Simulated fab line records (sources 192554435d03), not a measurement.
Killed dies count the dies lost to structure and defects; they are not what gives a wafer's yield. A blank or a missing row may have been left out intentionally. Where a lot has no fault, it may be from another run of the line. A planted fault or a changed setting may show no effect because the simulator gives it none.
fab line records    flow n5Finfet    part 1 of 2: steps 1 to 24 of 32
record: lots: 5  wafers: 15  lastDay: 17
route steps=1938 shown BEOL_M12@1623
lots untouched by any fault: they come from a run of this same line in which no faults occurred
startH: hours from the record's opening day to when the first of the lot's shown wafers began    waitH: hours from the lot's prior step to this one    " same as the row above    L1.1+2: a single row standing in for several wafers    - no value present, or no start provided    * or withheld: withheld    < > ~ a bound
route shown NAME@n: NAME is a module with steps in the file, n the number in the route of the first one    usual: mean/standard deviation taken from wafers without a fault    same: alike in all rows    chamber/n: place in a boat    sites: each site's reading    _std_site: the standard deviation of these    _edge_site: inner sites' mean taken away from outer sites' mean    radiusMm: how far each site lies from the wafer's centre    mask NAME#n: copy n    behind: the most recent tool/chamber to have shaped the wafer    hold: what put the lot on hold/how long, in hours/how the hold closed    device: which transistor (n, p or np) failed to switch    end of line: the route-end tests of the same wafers    a step given without rows: its recipe and nothing more    killed: the dies lost at the first sort to structure and to defects; this is not the yield of the wafer    map: per-die view of a wafer (x killed, . not killed, _ where there is no die)
set.NAME: the run value of the setting; set.NAME@STEP: its run value at that earlier step    model.NAME: the simulator's own value behind a step, which no gauge read
lots seen at some steps along the route; tables by step, rows by wafer
services: a tool's chamber out of use, with start hour (startH, from the record's first day; less than 0 if before it), hours out, and reason
== steps ==
step: N5_BEOL_M12_COAT_65
recipe: resist: SOC  tempC: 250  timeS: 60  spinRpm: 1500  resistThkNm: 300
lot.wafer   tool           chamber  startH  waitH
L078.1+3+4  lithoTrack-05  0        280.91  0.0
L082.2+4+6  lithoTrack-05  0        286.18  0.0
L090.1+2+6  lithoTrack-03  0        347.15  0.0
L092.4+5+6  lithoTrack-05  0        354.48  0.0
L094.2+3+4  lithoTrack-05  0        373.11  0.0
step: N5_BEOL_M12_COAT_66
recipe: resist: SiARC  tempC: 220  timeS: 60  spinRpm: 1500  resistThkNm: 110
lot.wafer   tool           chamber  startH  waitH
L078.1+3+4  lithoTrack-05  0        -       -
L082.2+4+6  lithoTrack-05  0        -       -
L090.1+2+6  lithoTrack-03  0        -       -
L092.4+5+6  lithoTrack-05  0        -       -
L094.2+3+4  lithoTrack-05  0        -       -
step: N5_BEOL_M12_COAT_22
recipe: spinRpm: 2888  resistThkNm: 300
lot.wafer   tool           chamber  startH  waitH
L078.1+3+4  lithoTrack-05  0        -       -
L082.2+4+6  lithoTrack-05  0        -       -
L090.1+2+6  lithoTrack-03  0        -       -
L092.4+5+6  lithoTrack-05  0        -       -
L094.2+3+4  lithoTrack-05  0        -       -
step: N5_BEOL_M12_EBR_24
recipe: solvent: PGMEA  ebrWidthMm: 1.5
lot.wafer   tool           chamber  startH  waitH
L078.1+3+4  lithoTrack-05  0        -       -
L082.2+4+6  lithoTrack-05  0        -       -
L090.1+2+6  lithoTrack-03  0        -       -
L092.4+5+6  lithoTrack-05  0        -       -
L094.2+3+4  lithoTrack-05  0        -       -
step: N5_BEOL_M12_SOFTBAKE_23
recipe: tempC: 130  timeS: 60
lot.wafer   tool           chamber  startH  waitH
L078.1+3+4  lithoTrack-05  0        -       -
L082.2+4+6  lithoTrack-05  0        -       -
L090.1+2+6  lithoTrack-03  0        -       -
L092.4+5+6  lithoTrack-05  0        -       -
L094.2+3+4  lithoTrack-05  0        -       -
step: N5_BEOL_M12_EXPOSE_25
recipe: maskId: M12  na: 0.93  sourceShape: conventional  sigmaOuter: 0.4  polarization: unpolarized  doseMj: 21.8
lot.wafer   tool           chamber  startH  waitH  mask
L078.1+3+4  krfScanner-02  0        281.15  -      M12#0
L082.2+4+6  krfScanner-02  0        286.30  -      M12#0
L090.1+2+6  krfScanner-02  0        347.27  -      M12#0
L092.4+5+6  krfScanner-01  0        354.74  -      M12#0
L094.2+3+4  krfScanner-01  0        373.36  -      M12#0
step: N5_BEOL_M12_PEB_26
recipe: pebTempC: 130  pebTimeS: 90
same: pebTimeS: 90
lot.wafer   tool           chamber  startH  waitH
L078.1+3+4  lithoTrack-02  0        281.21  0.1
L082.2+4+6  lithoTrack-03  0        286.35  0.0
L090.1+2+6  lithoTrack-03  0        347.33  0.1
L092.4+5+6  lithoTrack-05  0        354.78  0.0
L094.2+3+4  lithoTrack-02  0        373.41  0.0
step: N5_BEOL_M12_DEVELOP_27
recipe: developTimeS: 45  rinseLiquid: diw  dry: airSpin  devTempC: 21
lot.wafer   tool           chamber  startH  waitH
L078.1+3+4  lithoTrack-02  0        -       -
L082.2+4+6  lithoTrack-03  0        -       -
L090.1+2+6  lithoTrack-03  0        -       -
L092.4+5+6  lithoTrack-05  0        -       -
L094.2+3+4  lithoTrack-02  0        -       -
step: N5_BEOL_M12_HARDBAKE_32
recipe: tempC: 130  timeS: 120
lot.wafer   tool           chamber  startH  waitH
L078.1+3+4  lithoTrack-02  0        -       -
L082.2+4+6  lithoTrack-03  0        -       -
L090.1+2+6  lithoTrack-03  0        -       -
L092.4+5+6  lithoTrack-05  0        -       -
L094.2+3+4  lithoTrack-02  0        -       -
step: N5_BEOL_M12_CD_MEAS_28
recipe: targetCdNm: 160.2  landingEnergyEv: 500  detector: seInlens  polarity: opening
usual: cdNm: 159.9/1.4
lot.wafer  tool      chamber  startH  waitH  cdNm
L078.1     cdSem-03  0        281.33  -      161.5
L078.3     "         0        "       "      159.9
L078.4     "         0        "       "      159.0
L082.2     cdSem-02  0        286.47  -      160.4
L082.4     "         0        "       "      159.0
L082.6     "         0        "       "      156.5
L090.1     cdSem-03  0        347.44  -      159.2
L090.2     "         0        "       "      158.6
L090.6     "         0        "       "      160.7
L092.4     cdSem-03  0        354.89  -      158.1
L092.5     "         0        "       "      158.7
L092.6     "         0        "       "      160.1
L094.2     cdSem-03  0        373.53  -      160.7
L094.3     "         0        "       "      159.8
L094.4     "         0        "       "      161.0
step: N5_BEOL_M12_OVL_MEAS_29
recipe: pointsPerWafer: 44
usual: M12_OVL: 7/5.4
lot.wafer  tool        chamber  startH  waitH  M12_OVL[nm]
L078.1     overlay-01  0        281.36  0.0    6
L078.3     "           0        "       "      5
L078.4     "           0        "       "      8
L082.2     overlay-02  0        286.50  0.0    15
L082.4     "           0        "       "      10
L082.6     "           0        "       "      17
L090.1     overlay-02  0        347.47  0.0    4
L090.2     "           0        "       "      8
L090.6     "           0        "       "      5
L092.4     overlay-01  0        354.92  0.0    9
L092.5     "           0        "       "      0
L092.6     "           0        "       "      8
L094.2     overlay-02  0        373.56  0.0    -3
L094.3     "           0        "       "      10
L094.4     "           0        "       "      -1
step: N5_BEOL_M12_INSPECT_30
recipe: mode: adi  inspectInstrument: macro
usual: rawDefectCount: 2.0/1.5
lot.wafer  tool              chamber  startH  waitH  rawDefectCount
L078.1     defectInspect-02  -        281.38  0.0    3
L078.3     "                 -        "       "      3
L078.4     "                 -        "       "      4
L082.2     defectInspect-01  -        286.52  0.0    4
L082.4     "                 -        "       "      4
L082.6     "                 -        "       "      2
L090.1     defectInspect-02  -        347.50  0.0    2
L090.2     "                 -        "       "      1
L090.6     "                 -        "       "      1
L092.4     defectInspect-02  -        354.95  0.0    3
L092.5     "                 -        "       "      0
L092.6     "                 -        "       "      1
L094.2     defectInspect-02  -        373.58  0.0    2
L094.3     "                 -        "       "      1
L094.4     "                 -        "       "      4
step: N5_BEOL_M12_DESCUM_33
recipe: chemistry: O2  timeS: 7.9  sourcePowerW: 50  biasPowerW: 20  pressureMtorr: 20  rfFrequencyHz: 2.712e+07  tempC: 40  o2FlowSccm: 225
usual: drypumpMotorCurrentA: 5.5/0.47  oesProductAu: 0.76/0.053  rfVppV: 242.9/1.3  showerheadPlenumPTorr: 2.07/0.064  tempC: 39.99/0.1  throttleValvePct: 20.47/0.22
lot.wafer  tool        chamber  startH  waitH  drypumpMotorCurrentA  oesProductAu  rfHoursCounterH  rfVppV  showerheadPlenumPTorr  tempC  throttleValvePct
L078.1     rieDiel-03  1        281.66  0.3    6.1                   0.84          76               242.5   2.13                   40.06  20.22
L078.3     "           2        "       "      5.6                   0.82          66               243.2   2.12                   40.03  20.08
L078.4     "           3        "       "      6.0                   0.73          168              244.1   2.08                   39.99  20.20
L082.2     rieDiel-02  0        286.67  0.1    5.4                   0.69          192              243.8   2.06                   39.84  20.53
L082.4     "           2        "       "      5.1                   0.84          66               241.9   2.03                   40.08  20.66
L082.6     "           1        "       "      5.0                   0.81          -                243.1   2.02                   40.01  20.42
L090.1     rieDiel-02  0        347.53  0.0    5.4                   0.69          214              240.3   2.05                   40.04  20.57
L090.2     "           3        "       "      5.4                   0.73          202              244.2   2.18                   40.00  20.68
L090.6     "           0        "       "      5.4                   0.68          -                242.9   2.05                   40.04  20.57
L092.4     rieDiel-02  0        355.26  0.3    5.4                   0.69          217              242.0   2.05                   39.87  20.59
L092.5     "           0        "       "      5.4                   0.67          -                242.5   2.05                   39.93  20.57
L092.6     "           1        "       "      5.0                   0.78          -                240.9   2.01                   39.94  20.47
L094.2     rieDiel-06  0        373.62  0.0    6.2                   0.79          102              242.0   2.01                   39.96  20.53
L094.3     "           1        "       "      4.8                   0.68          231              240.5   2.00                   39.81  20.82
L094.4     "           3        "       "      6.6                   0.74          152              244.0   2.10                   40.04  20.70
step: N5_BEOL_M12_ETCH_67
recipe: chemistry: CF4  target: SiARC  targetDepthA: 1430  timeS: 238.3  ionEnergyEv: 80  pressureMtorr: 40  sourceW: 545  biasW: 36  Ar_flow_sccm: 100  cf4FlowSccm: 100  ends: cleared
usual: drypumpMotorCurrentA: 5.5/0.47  etchRfOnTimeS: 244/6.1  oesProductAu: 0.65/0.045  rfVppV: 183.8/1.1  showerheadPlenumPTorr: 2.13/0.055  throttleValvePct: 15.68/0.22
lot.wafer  tool        chamber  startH  waitH  drypumpMotorCurrentA  etchRfOnTimeS  oesProductAu  rfHoursCounterH  rfVppV  showerheadPlenumPTorr  throttleValvePct
L078.1     rieDiel-03  1        281.69  0.0    6.1                   247            0.71          76               185.9   2.18                   15.45
L078.3     "           2        "       "      5.6                   239            0.69          66               184.8   2.17                   15.28
L078.4     "           3        "       "      6.0                   236            0.62          168              183.5   2.13                   15.41
L082.2     rieDiel-02  0        286.70  0.0    5.4                   248            0.59          192              184.1   2.13                   15.92
L082.4     "           2        "       "      5.1                   234            0.72          66               182.5   2.08                   15.72
L082.6     "           1        "       "      5.0                   249            0.67          -                182.4   2.09                   15.69
L090.1     rieDiel-02  0        347.57  0.0    5.4                   249            0.58          214              183.7   2.13                   15.96
L090.2     "           3        "       "      5.4                   248            0.61          202              185.7   2.21                   15.80
L090.6     "           0        "       "      5.4                   247            0.58          -                183.1   2.13                   15.97
L092.4     rieDiel-02  0        355.29  0.0    5.4                   247            0.57          217              184.7   2.13                   15.96
L092.5     "           0        "       "      5.4                   248            0.58          -                184.5   2.13                   15.95
L092.6     "           1        "       "      5.0                   252            0.65          -                183.0   2.08                   15.72
L094.2     rieDiel-06  0        373.65  0.0    6.2                   242            0.67          102              182.5   2.08                   15.78
L094.3     "           1        "       "      4.9                   244            0.58          231              182.5   2.03                   15.86
L094.4     "           3        "       "      6.6                   238            0.63          152              184.5   2.14                   15.83
step: N5_BEOL_M12_ETCH_68
recipe: chemistry: N2/H2  target: SOC  maskMaterial: SiARC  sourceW: 3000  biasW: 350  tempC: 40  timeS: 285  ionEnergyEv: 200  pressureMtorr: 30  n2FlowSccm: 200  h2FlowSccm: 200
usual: drypumpMotorCurrentA: 5.5/0.47  oesProductAu: 0.76/0.052  rfVppV: 523.2/2.2  showerheadPlenumPTorr: 2.52/0.072  tempC: 40.01/0.1  throttleValvePct: 17.81/0.25
lot.wafer  tool        chamber  startH  waitH  drypumpMotorCurrentA  oesProductAu  rfHoursCounterH  rfVppV  showerheadPlenumPTorr  tempC  throttleValvePct
L078.1     rieDiel-03  1        281.84  0.1    6.1                   0.85          76               525.7   2.58                   39.89  17.53
L078.3     "           2        "       "      5.6                   0.82          66               523.7   2.57                   39.93  17.28
L078.4     "           3        "       "      6.0                   0.73          168              523.6   2.53                   40.06  17.68
L082.2     rieDiel-02  0        286.85  0.1    5.4                   0.70          192              522.8   2.52                   40.09  18.03
L082.4     "           2        "       "      5.1                   0.85          66               521.8   2.48                   40.04  18.11
L082.6     "           1        "       "      5.0                   0.80          -                522.0   2.47                   40.35  17.88
L090.1     rieDiel-02  0        347.71  0.1    5.4                   0.68          214              523.2   2.51                   39.92  18.07
L090.2     "           3        "       "      5.4                   0.72          202              526.6   2.63                   40.03  17.82
L090.6     "           0        "       "      5.4                   0.68          -                523.3   2.51                   39.94  18.08
L092.4     rieDiel-02  0        355.44  0.1    5.4                   0.68          217              525.3   2.51                   39.87  18.07
L092.5     "           0        "       "      5.4                   0.69          -                522.2   2.51                   39.99  18.07
L092.6     "           1        "       "      5.1                   0.78          -                519.6   2.46                   39.94  17.91
L094.2     rieDiel-06  0        373.80  0.1    6.2                   0.79          102              523.0   2.45                   40.09  17.82
L094.3     "           1        "       "      4.9                   0.69          231              519.6   2.39                   39.99  17.91
L094.4     "           3        "       "      6.6                   0.75          153              522.9   2.55                   40.06  18.11
step: N5_BEOL_M12_STRIP_69
recipe: chemistry: N2/H2  tempC: 40  n2FlowSccm: 200  h2FlowSccm: 200  rfFrequencyHz: 6e+07
lot.wafer   tool        chamber  startH  waitH
L078.1+3+4  rieDiel-03  1,2,3    282.01  0.1
L082.2+4+6  rieDiel-02  0,2,1    287.02  0.1
L090.1+2+6  rieDiel-02  0,3,0    347.89  0.1
L092.4+5+6  rieDiel-02  0,0,1    355.61  0.1
L094.2+3+4  rieDiel-06  0,1,3    373.97  0.1
step: N5_BEOL_M12_TRENCH_ETCH_34
recipe: chemistry: C4F8/O2/Ar  target: SiOC  targetDepthA: 3189.5  maskMaterial: SOC  pressureMtorr: 30  sourceW: 3000  biasW: 700  Ar_flow_sccm: 400  C4F8_flow_sccm: 15  O2_flow_sccm: 8  heInnerTorr: 15  heOuterTorr: 30  timeS: 125.5  ionEnergyEv: 250
usual: drypumpMotorCurrentA: 5.5/0.47  oesProductAu: 0.76/0.052  rfVppV: 664.7/2.6  showerheadPlenumPTorr: 3.39/0.082  throttleValvePct: 24.27/0.26
lot.wafer  tool        chamber  startH  waitH  drypumpMotorCurrentA  oesProductAu  rfHoursCounterH  rfVppV  showerheadPlenumPTorr  throttleValvePct
L078.1     rieDiel-03  1        282.02  0.0    6.1                   0.84          76               666.6   3.47                   24.04
L078.3     "           2        "       "      5.6                   0.82          66               668.2   3.47                   23.88
L078.4     "           3        "       "      6.0                   0.73          168              664.5   3.39                   23.92
L082.2     rieDiel-02  0        287.03  0.0    5.4                   0.70          192              664.8   3.40                   24.44
L082.4     "           2        "       "      5.1                   0.84          66               662.8   3.33                   24.46
L082.6     "           1        "       "      5.0                   0.81          -                663.0   3.36                   24.45
L090.1     rieDiel-02  0        347.90  0.0    5.4                   0.69          214              664.0   3.39                   24.47
L090.2     "           3        "       "      5.4                   0.72          203              668.7   3.51                   24.27
L090.6     "           0        "       "      5.4                   0.69          -                665.4   3.39                   24.47
L092.4     rieDiel-02  0        355.62  0.0    5.4                   0.68          218              664.8   3.39                   24.47
L092.5     "           0        "       "      5.4                   0.68          -                666.2   3.39                   24.49
L092.6     "           1        "       "      5.1                   0.77          -                661.5   3.34                   24.48
L094.2     rieDiel-06  0        373.98  0.0    6.2                   0.80          102              662.6   3.33                   24.48
L094.3     "           1        "       "      4.8                   0.69          231              661.0   3.24                   24.36
L094.4     "           3        "       "      6.6                   0.74          153              666.4   3.43                   24.52
step: N5_BEOL_M12_STRIP_70
recipe: chemistry: C4F8/O2/Ar  resist: SiARC  rfFrequencyHz: 6e+07
lot.wafer   tool        chamber  startH  waitH
L078.1+3+4  rieDiel-03  1,2,3    282.13  0.1
L082.2+4+6  rieDiel-02  0,2,1    287.14  0.1
L090.1+2+6  rieDiel-02  0,3,0    348.01  0.1
L092.4+5+6  rieDiel-02  0,0,1    355.73  0.1
L094.2+3+4  rieDiel-06  0,1,3    374.10  0.1
step: N5_BEOL_M12_OCD_MEAS_35
usual: trenchDepthNm: 316/4.5
lot.wafer  tool    chamber  startH  waitH  trenchDepthNm
L078.1     ocd-02  -        282.17  0.0    312
L078.3     "       -        "       "      320
L078.4     "       -        "       "      321
L082.2     ocd-02  -        287.18  0.0    311
L082.4     "       -        "       "      318
L082.6     "       -        "       "      318
L090.1     ocd-01  -        348.05  0.0    316
L090.2     "       -        "       "      314
L090.6     "       -        "       "      316
L092.4     ocd-02  -        355.78  0.0    312
L092.5     "       -        "       "      312
L092.6     "       -        "       "      310
L094.2     ocd-01  -        374.14  0.0    317
L094.3     "       -        "       "      313
L094.4     "       -        "       "      318
step: N5_BEOL_M12_STRIP_37
recipe: chemistry: N2/H2  powerW: 1000  tempC: 250  h2Frac: 0.65  overashFraction: 0.3  pressureMtorr: withheld  n2FlowSccm: 1750  h2FlowSccm: 3250
usual: drypumpMotorCurrentA: 5.5/0.35  heaterPowerW: 316/10  oesProductAu: 0.790/0.0097  tempC: 249.99/0.16
lot.wafer  tool            chamber  startH  waitH  drypumpMotorCurrentA  heaterPowerW  oesProductAu  rfHoursCounterH  tempC
L078.1     plasmaAsher-02  0        282.21  0.0    5.8                   322           0.767         131              250.07
L078.3     "               0        "       "      5.8                   323           0.778         -                250.18
L078.4     "               1        "       "      5.1                   317           0.788         -                250.06
L082.2     plasmaAsher-02  1        287.22  0.0    5.1                   325           0.794         132              249.88
L082.4     "               0        "       "      5.8                   321           0.805         -                249.89
L082.6     "               0        "       "      5.8                   322           0.786         -                249.85
L090.1     plasmaAsher-02  0        348.09  0.0    5.8                   326           0.782         144              249.80
L090.2     "               1        "       "      5.1                   319           0.776         144              249.93
L090.6     "               1        "       "      5.1                   310           0.809         -                249.72
L092.4     plasmaAsher-02  1        355.83  0.1    5.2                   321           0.789         -                249.90
L092.5     "               1        "       "      5.1                   316           0.789         -                250.14
L092.6     "               0        "       "      5.8                   328           0.789         -                249.90
L094.2     plasmaAsher-01  0        374.17  0.0    6.0                   319           0.781         94               249.99
L094.3     "               0        "       "      6.0                   326           0.782         -                250.14
L094.4     "               1        "       "      5.4                   292           0.783         -                250.19
step: N5_BEOL_M12_ETCH_38
recipe: chemistry: CF4/N2  target: SiCN  targetDepthA: 687  taperDeg: 2  timeS: 73.4  ionEnergyEv: 150  maskMaterial: SiO2  pressureMtorr: 40  sourceW: 430  biasW: 70  Ar_flow_sccm: 100  cf4FlowSccm: 60  n2FlowSccm: 60
usual: drypumpMotorCurrentA: 5.6/0.49  oesProductAu: 0.77/0.051  rfVppV: 382.0/1.6  showerheadPlenumPTorr: 2.20/0.059  throttleValvePct: 15.45/0.23
lot.wafer  tool        chamber  startH  waitH  drypumpMotorCurrentA  oesProductAu  rfHoursCounterH  rfVppV  showerheadPlenumPTorr  throttleValvePct
L078.1     rieDiel-06  3        284.01  -      6.6                   0.78          125              382.2   2.22                   15.61
L078.3     "           0        "       "      6.3                   0.83          71               380.8   2.16                   15.56
L078.4     "           0        "       "      6.3                   0.83          -                382.4   2.15                   15.53
L082.2     rieDiel-03  2        287.37  -      5.6                   0.83          68               382.9   2.24                   15.11
L082.4     "           3        "       "      6.0                   0.73          169              382.7   2.19                   15.24
L082.6     "           0        "       "      5.4                   0.80          -                382.7   2.30                   15.00
L090.1     rieDiel-02  0        350.11  -      5.4                   0.68          215              380.8   2.19                   15.78
L090.2     "           2        "       "      5.1                   0.82          90               379.9   2.14                   15.59
L090.6     "           2        "       "      5.1                   0.82          -                380.2   2.14                   15.60
L092.4     rieDiel-03  3        355.90  -      6.0                   0.71          191              381.7   2.18                   15.28
L092.5     "           3        "       "      6.0                   0.70          -                381.9   2.18                   15.28
L092.6     "           2        "       "      5.6                   0.78          -                384.2   2.23                   15.17
L094.2     rieDiel-03  1        374.69  -      6.1                   0.80          109              381.3   2.23                   15.32
L094.3     "           0        "       "      5.5                   0.77          141              383.7   2.29                   15.05
L094.4     "           3        "       "      6.0                   0.71          198              382.0   2.18                   15.31
step: N5_BEOL_M12_PRECLEAN_39
recipe: chemistry: residueRemover  timeS: 60  tempC: 40
usual: tempC: 39.99/0.12
lot.wafer  tool         chamber  startH  waitH  tempC
L078.1     wetBench-05  6        284.15  0.1    40.05
L078.3     "            4        "       "      39.83
L078.4     "            1        "       "      39.90
L082.2     wetBench-03  6        287.49  0.1    40.07
L082.4     "            3        "       "      39.90
L082.6     "            4        "       "      40.07
L090.1     wetBench-05  7        350.24  0.1    39.94
L090.2     "            6        "       "      39.85
L090.6     "            1        "       "      40.02
L092.4     wetBench-05  0        356.04  0.1    39.93
L092.5     "            4        "       "      39.76
L092.6     "            6        "       "      39.97
L094.2     wetBench-05  4        374.82  0.1    40.10
L094.3     "            1        "       "      39.83
L094.4     "            0        "       "      40.00
step: N5_BEOL_M12_SRD_40
recipe: timeS: 30  tempC: 23  rinseLiquid: diw  dry: n2Spin  spinRpm: 1500  dryTimeS: 30
usual: doSupplyPpb: 10.01/0.099  tempC: 23.00/0.11
lot.wafer  tool         chamber  startH  waitH  doSupplyPpb  tempC
L078.1     wetBench-05  6        284.17  0.0    9.98         22.99
L078.3     "            4        "       "      9.86         22.86
L078.4     "            1        "       "      9.83         23.07
L082.2     wetBench-03  6        287.51  0.0    10.09        22.76
L082.4     "            3        "       "      10.08        22.86
L082.6     "            4        "       "      10.05        22.97
L090.1     wetBench-05  7        350.26  0.0    10.10        22.88
L090.2     "            6        "       "      10.20        23.03
L090.6     "            1        "       "      10.15        23.09
L092.4     wetBench-05  0        356.06  0.0    10.03        22.97
L092.5     "            4        "       "      9.85         23.05
L092.6     "            6        "       "      9.92         22.90
L094.2     wetBench-05  4        374.84  0.0    10.04        23.17
L094.3     "            1        "       "      9.92         23.16
L094.4     "            0        "       "      9.93         23.16
step: N5_BEOL_M12_DEGAS_41
recipe: ambient: vacuum  tempC: 250  timeS: 60
usual: heaterPowerW: 344/35  susceptorTempC: 249.98/0.17
lot.wafer  tool           chamber  startH  waitH  heaterPowerW  susceptorTempC
L078.1     pvdSputter-01  -        284.52  0.3    333           249.80
L078.3     "              -        "       "      349           250.07
L078.4     "              -        "       "      379           249.69
L082.2     pvdSputter-01  -        287.83  0.3    323           249.87
L082.4     "              -        "       "      336           249.75
L082.6     "              -        "       "      327           250.14
L090.1     pvdSputter-02  -        350.54  0.3    364           249.91
L090.2     "              -        "       "      279           249.93
L090.6     "              -        "       "      282           250.24
L092.4     pvdSputter-02  -        356.30  0.2    317           249.76
L092.5     "              -        "       "      315           249.74
L092.6     "              -        "       "      275           250.31
L094.2     pvdSputter-01  -        375.07  0.2    374           250.02
L094.3     "              -        "       "      354           249.98
L094.4     "              -        "       "      318           250.06
